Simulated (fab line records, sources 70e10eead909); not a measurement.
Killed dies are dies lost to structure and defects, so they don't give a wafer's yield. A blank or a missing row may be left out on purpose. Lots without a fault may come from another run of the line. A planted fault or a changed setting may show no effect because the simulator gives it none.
Problem report in the 8D (eight disciplines) form, filled by code | flow nand_harc | the parts of the form that need people (team, actions taken, sign-off) are left out

1. THE PROBLEM
raw_defect_count at NHARC_A_CHANNEL_HOLE_D1_INSPECT_40 reads a mean of 498 on 1 wafer of 1 lot; wafers without a fault read 72 with a standard deviation of 26. That is +16 standard deviations from the usual mean.
First seen on wafer L926.3, day 13 14:49, on defect_inspect-01. The record holds 30 wafers of 10 lots with a number at this step. Rule for "out", or "out of limits": more than 4 standard deviations from the usual mean. The other wafers with a number count as sound.

2. WHAT IT IS AND WHAT IT IS NOT
question                    | is                | is not
which readings at this step | raw_defect_count  | -
which lots                  | L926              | L916, L917, L918, L920, L921, L935, L936, L937, L938
which wafers of those lots  | L926.3            | L926.1, L926.2
read on which gauges        | defect_inspect-01 | defect_inspect-02
when                        | from day 13 14:49 | up to then (17 sound wafers); but 12 sound wafers of L935, L936, L937, L938 came after

3. SUSPECTS, AND WHAT RULES EACH OUT
Counting: a tool at a process step up to the reading stays a suspect if it ran every lot that is out. Sound lots after the first of them don't rule it out here, since some wafers of a struck lot are sound.
- the gauge at NHARC_A_CHANNEL_HOLE_D1_INSPECT_40: kept. All the wafers that are out were read on defect_inspect-01, and no step on other tools shows them out.
- rie_diel-11 at NHARC_A_CHANNEL_HOLE_D1_DESCUM_15 (chemistry O2, time 3 s): kept. It ran the lot that is out, L926 (day 13 04:20); its last sound lot up to then is L921 (day 10 23:49).
- rie_diel-11 at NHARC_A_CHANNEL_HOLE_D1_ETCH_39 (etches the open film in N2/H2, target depth 260 nm, time 325 s): kept. It ran the lot that is out, L926 (day 13 04:52); its last sound lot up to then is L921 (day 11 00:34). NHARC_A_CHANNEL_HOLE_D1_ETCH_39 gives no start for some lots, so the hours and the order of its lots are those of NHARC_A_CHANNEL_HOLE_D1_ETCH_16.
- rie_diel-11 at NHARC_A_CHANNEL_HOLE_D1_ETCH_16 (etches the open film in O2/COS, target depth 3100 nm, time 806 s): kept. It ran the lot that is out, L926 (day 13 04:52); its last sound lot up to then is L921 (day 11 00:34).
- har_etch-02 at NHARC_A_CHANNEL_HOLE_D1_ETCH_21 (etches the open film in C4F8/O2/Ar, time 514.3 s, target depth 1600 nm): kept. It ran the lot that is out, L926 (day 13 09:31); its last sound lot up to then is L921 (day 11 01:37).
- Within rie_diel-11 at NHARC_A_CHANNEL_HOLE_D1_DESCUM_15: the wafers that are out ran in chamber 1; their sound lot-mates ran in chambers 2, 3.
- Within rie_diel-11 at NHARC_A_CHANNEL_HOLE_D1_ETCH_39: the wafers that are out ran in chamber 0; their sound lot-mates ran in chambers 1, 3.
- Within rie_diel-11 at NHARC_A_CHANNEL_HOLE_D1_ETCH_16: the wafers that are out ran in chamber 2; their sound lot-mates ran in chambers 1, 3.
Left after counting: rie_diel-11 at NHARC_A_CHANNEL_HOLE_D1_DESCUM_15, rie_diel-11 at NHARC_A_CHANNEL_HOLE_D1_ETCH_39, rie_diel-11 at NHARC_A_CHANNEL_HOLE_D1_ETCH_16, har_etch-02 at NHARC_A_CHANNEL_HOLE_D1_ETCH_21, defect_inspect-01 at NHARC_A_CHANNEL_HOLE_D1_INSPECT_40.

4. THE CAUSE (what the simulator had put in)
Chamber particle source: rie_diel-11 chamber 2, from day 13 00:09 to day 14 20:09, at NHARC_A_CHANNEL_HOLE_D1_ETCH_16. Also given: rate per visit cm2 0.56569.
Counting left 5 suspects, and this tool is among them.

5. THE CHAIN OF EFFECTS, in route order
Each row: a reading whose mean over the struck wafers that have a number lies more than 3 standard deviations from the usual. Only readings for which the record gives a usual standard deviation are gone through. hours: the time from each lot's start at the first step in this table that gives one to its start at this step, as a median over the lots. sigmas: the change in usual standard deviations.
hours | step                               | reading          | usual | on struck wafers | change | sigmas
0     | NHARC_A_CHANNEL_HOLE_D1_INSPECT_40 | raw_defect_count | 72    | 498              | +426   | +16
Later measuring or inspecting steps at which every struck wafer that the step has a row for has a number for every such reading, and none has moved that far: NHARC_END_SORT_01.

6. WHAT WOULD HAVE CAUGHT IT SOONER
In this record the first reading out of limits at a measuring or inspecting step was taken at day 13 14:49, 15 hours after the fault began at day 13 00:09.
Of the tool readings at NHARC_A_CHANNEL_HOLE_D1_ETCH_16 for which the record gives a usual standard deviation, none was out on any struck wafer, so an alarm limit of 4 standard deviations on them would not have fired.
All the lots that are out (1) had begun NHARC_A_CHANNEL_HOLE_D1_ETCH_16 on rie_diel-11 by day 13 14:49. A hold on the tool at that time would have spared none of them.
